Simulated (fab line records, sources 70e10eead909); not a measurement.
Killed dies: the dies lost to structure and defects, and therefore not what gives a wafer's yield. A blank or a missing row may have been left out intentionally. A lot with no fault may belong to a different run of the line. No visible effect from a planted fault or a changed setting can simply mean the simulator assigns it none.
Matching of chambers | flow nand_harc | NHARC_A_CONTACT_ALD_18 on ald_metal-03: 4 sister chambers
The step deposits TiN, target thk 3 nm, pulse time 1 s, ald cycles 150. 22 wafers are shown with their chamber, then 11 later ones without.

== WAFERS WITH THEIR CHAMBER ==
wafer  | chamber | heater_power_w (W) | precursor_pulse_height_rel
L074.1 | 2       | 992                | 0.992
L074.2 | 1       | 1051               | 0.969
L074.3 | 3       | 869                | 0.991
L077.2 | 3       | 873                | 0.977
L077.3 | 0       | 1099               | 0.961
L077.5 | 2       | 997                | 1.012
L075.2 | 2       | 1000               | 1.005
L075.3 | 1       | 999                | 1.003
L075.5 | 2       | 968                | 1.041
L078.2 | 1       | 1034               | 1.016
L078.4 | 2       | 982                | 1.010
L078.5 | 0       | 1114               | 0.986
L085.2 | 2       | 995                | 0.989
L085.3 | 0       | 1100               | 0.962
L085.5 | 3       | 867                | 0.987
L088.3 | 2       | 1020               | 1.053
L088.5 | 0       | 1084               | 0.977
L088.6 | 1       | 1024               | 1.003
L092.1 | 0       | 1135               | 0.982
L092.2 | 2       | 1012               | 1.002
L092.4 | 1       | 1041               | 0.978
L091.1 | 2       | 989                | 0.993

SIGNATURES (averages over the wafers above)
reading                    | chamber 0 | chamber 1 | chamber 2 | chamber 3 | scatter within a chamber
heater_power_w             | 1106.40   | 1029.80   | 995.00    | 869.67    | 16.6
precursor_pulse_height_rel | 0.97360   | 0.99380   | 1.01078   | 0.98500   | 0.0184
Rule: for each reading, subtract the chamber's mean from the wafer's reading, divide by that reading's scatter and square the result; add these up over the readings and take the root, which gives the wafer's distance from the chamber. The wafer belongs to the nearest chamber; if the next one is less than 2 further off, it can't be placed. The scatter is the square root of a quotient: the sum, over the shown wafers, of each reading's squared deviation from its chamber's mean, divided by wafers minus chambers.

== WAFERS WITHOUT THEIR CHAMBER ==
wafer  | heater_power_w (W) | precursor_pulse_height_rel
L091.3 | 883                | 1.013
L091.4 | 1105               | 1.011
L094.2 | 1101               | 1.018
L094.3 | 1024               | 1.029
L094.4 | 883                | 0.996
L095.3 | 870                | 1.014
L095.5 | 872                | 1.014
L095.6 | 1118               | 1.022
L097.1 | 963                | 1.012
L097.2 | 1005               | 0.977
L097.3 | 894                | 0.974

== WHICH CHAMBER EACH WENT THROUGH ==
wafer  | from the rows above     | in truth
L091.3 | 3                       | 3
L091.4 | 0                       | 0
L094.2 | 0                       | 0
L094.3 | can't be placed: 1 or 2 | 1
L094.4 | 3                       | 3
L095.3 | 3                       | 3
L095.5 | 3                       | 3
L095.6 | 0                       | 0
L097.1 | 2                       | 2
L097.2 | can't be placed: 1 or 2 | 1
L097.3 | 3                       | 3
Placed correctly: 9 of 11. Can't be placed from these rows: 2 (the true chamber is among the candidates in 2). 0 placed wrongly.
